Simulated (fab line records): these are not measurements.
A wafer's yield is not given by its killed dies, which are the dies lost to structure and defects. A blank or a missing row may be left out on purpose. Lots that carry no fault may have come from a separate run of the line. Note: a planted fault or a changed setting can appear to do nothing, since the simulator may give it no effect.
A struck lot beside a sound one :: flow n5 finfet :: 38 out of 1938 route steps
Sound: the wafers L113.1, L113.5, L113.6. The struck wafers were L102.4, L102.5, L102.6. The cause is given at the end.
For every step that has rows: the tool of each side, followed by ch and its chambers, followed by its first start. Under that, the readings that differ: sound wafers :: struck wafers :: difference of the means :: sigmas: that difference in standard deviations of wafers without a fault.
alike: readings whose means differ by less than 2 such deviations, and words and numbers that are the same on both sides. not compared: withheld readings, readings that some wafer has no value for, bounds like >300 that may hide the same value, and numbers for which the record gives no deviation and whose values overlap.
Wherever a step has rows on one side only, a row that says differs or no value, or a row with sigmas, the two part there. When numbers do not overlap yet have no deviation, they are printed without sigmas and do not part them. Lack of a reading on every wafer of one side parts them only where that side has two or more wafers.

first, 9 steps without rows for these wafers: N5_MOL_CONTACT_COAG_SPUTTER_130 (material Co, target thk 47.5 nm); N5_MOL_CONTACT_COAG_PRECLEAN_125 (cleans in DIW, time 57.5 s); N5_MOL_CONTACT_COAG_SRD_126 (dry time 32 s); N5_MOL_CONTACT_COAG_CMP_23 (polishes, stops on SiO2, t overpolish 1.5 s, target thk 0 nm); N5_MOL_CONTACT_COAG_WET_ETCH_26 (target Co, target depth 13 nm); N5_MOL_CONTACT_COAG_WET_ETCH_116 (etches the open film in SC1-inhibited, target depth 4.6 nm, rinse time 30 s); N5_MOL_CONTACT_COAG_ALD_27 (deposits SiOC, target thk 17 nm, pulse time 1.5 s, time 2720 s); N5_MOL_CONTACT_COAG_CMP_28 (polishes, stops on SiNx, t overpolish 0.85 s, target thk 14.522 nm); N5_MOL_CONTACT_COAG_ALD_123 (deposits SiNx, target thk 5 nm, pulse time 1 s, purge time 2 s).
N5_MOL_CONTACT_COAG_PECVD_31: deposits SiO2 from TEOS/O2, target thk 46 nm, time 8.9 s.
  sound on pecvd-04 ch 0,1,2, day 11 02:22; struck on pecvd-02 ch 0,1,2, day 8 08:22
reading: susceptor temp C (C)
sound: 399.96 399.97 400.07
struck: 393.25 393.50 392.91
difference: -6.78
sigmas: -31

reading: model.SiO2_of_MOL_CONTACT_COAG_PECVD_31.thk nm (nm)
sound: 46.4 47 46.8
struck: 48.6 48.4 48.8
difference: +1.9
sigmas: 
then, 19 steps without rows for these wafers: N5_MOL_CONTACT_COAG_COAT_75 (time 60 s, resist thk 60 nm); N5_MOL_CONTACT_COAG_COAT_76 (time 60 s, resist thk 10 nm); N5_MOL_CONTACT_COAG_COAT_77 (time 60 s, resist thk 10 nm); N5_MOL_CONTACT_COAG_COAT_78 (resist thk 40 nm); N5_MOL_CONTACT_COAG_EBR_80; N5_MOL_CONTACT_COAG_SOFTBAKE_79 (time 60 s); N5_MOL_CONTACT_COAG_EXPOSE_81 (exposes mask VG, defocus 0 nm); N5_MOL_CONTACT_COAG_PEB_82 (peb time 60 s); N5_MOL_CONTACT_COAG_DEVELOP_83 (develop time 30 s); N5_MOL_CONTACT_COAG_DESCUM_88 (chemistry O2, time 7 s); N5_MOL_CONTACT_COAG_ETCH_89 (etches underlayer in N2/H2, target depth 13 nm, time 10.4 s); N5_MOL_CONTACT_COAG_ETCH_90 (etches SiARC in CF4, target depth 13 nm, time 21.7 s); N5_MOL_CONTACT_COAG_ALD_131 (deposits SiO2, target thk 5 nm, pulse time 1 s, co reactant pulse time 1 s); N5_MOL_CONTACT_COAG_ETCHBACK_132 (etches SiO2 in CHF3, target depth 10 nm, time 6.7 s); N5_MOL_CONTACT_COAG_ETCH_91 (etches SOC in N2/H2, target depth 60 nm, overetch 21 nm, time 101.2 s); N5_MOL_CONTACT_COAG_STRIP_92 (strips in N2/H2); N5_MOL_CONTACT_COAG_STRIP_93 (strips in N2/H2); N5_MOL_CONTACT_COAG_ETCHBACK_135 (etches SiO2 in CHF3, target depth 25 nm, time 16.7 s); N5_MOL_CONTACT_COAG_STRIP_118 (strips in CHF3).
N5_MOL_CONTACT_COAG_VIA_ETCH_46: etches SiO2 in C4F6/O2, target depth 46 nm, overetch 9.2 nm, time 40 s.
  sound on rie diel-06 ch 0,1, day 11 03:26; struck on rie diel-06 ch 0,2,3, day 8 09:59
reading: model.etch.depth nm (nm)
sound: 46.41 46.98 46.85
struck: 48.56 48.43 48.8
difference: +1.85
sigmas: 
  alike: drypump motor current A, oes product au, rf fwd power W, rf vpp V, showerhead plenum p Torr, throttle valve pct
  not compared: rf hours counter h
then, 5 steps without rows for these wafers: N5_MOL_CONTACT_COAG_STRIP_96 (strips in N2/H2); N5_MOL_CONTACT_COAG_ETCH_47 (etches SiNx in CH3F/O2, stops on W, target depth 27 nm); N5_MOL_CONTACT_COAG_STRIP_119 (strips in N2/H2, time 30 s); N5_MOL_CONTACT_COAG_PRECLEAN_144 (cleans in alkaline clean, time 60 s); N5_MOL_CONTACT_COAG_SRD_145 (time 30 s).
N5_MOL_CONTACT_COAG_CMP_52: polishes, stops on SiO2, t overpolish 1.5 s, target thk 66.5 nm.
  sound on cmp-04 ch 2,3, day 11 06:03; struck on cmp-03 ch 0,2,3, day 8 12:35
reading: model.SiO2_of_MOL_CONTACT_COAG_PECVD_31.thk nm (nm)
sound: 44.4 44.8 44.8
struck: 46.4 46.4 46.8
difference: +1.9
sigmas: 
  alike: edge zone pressure frac, motor current A, overpolish run s, time to endpoint s
N5_MOL_CONTACT_COAG_THK_MEAS_53:
  sound on film metro-01, day 11 06:20; struck on film metro-02, day 8 12:46
reading: VIA_MOL_THK (nm)
sound: 44.3 44.9 44.8
struck: 46.5 46.4 46.8
difference: +1.9
sigmas: +3
-- record jumps: 3 days separate the struck wafers' starts on either side; left off in module MOL_CONTACT_COAG, taken up again in module BEOL_M4, whose first shown step is the route's number 1111 --
N5_BEOL_M4_RC_MEAS_101:
  sound on prober-02 ch 0, day 13 23:29; struck on prober-02 ch 0, day 11 05:56
  alike: DIBL_N, DIBL_P, IOFF_N, IOFF_P, ION_N, ION_P, SS_N, SS_P, VT_N, VT_P

WHERE THEY PART
Last at N5_MOL_CONTACT_COAG_THK_MEAS_53 as far as this record goes, first at N5_MOL_CONTACT_COAG_PECVD_31. Later steps at which nothing parts them and some readings are alike: N5_BEOL_M4_RC_MEAS_101.

WHY: what had been put in by the simulator
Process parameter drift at N5_MOL_CONTACT_COAG_PECVD_31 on pecvd-02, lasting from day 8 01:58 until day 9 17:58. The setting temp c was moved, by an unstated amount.
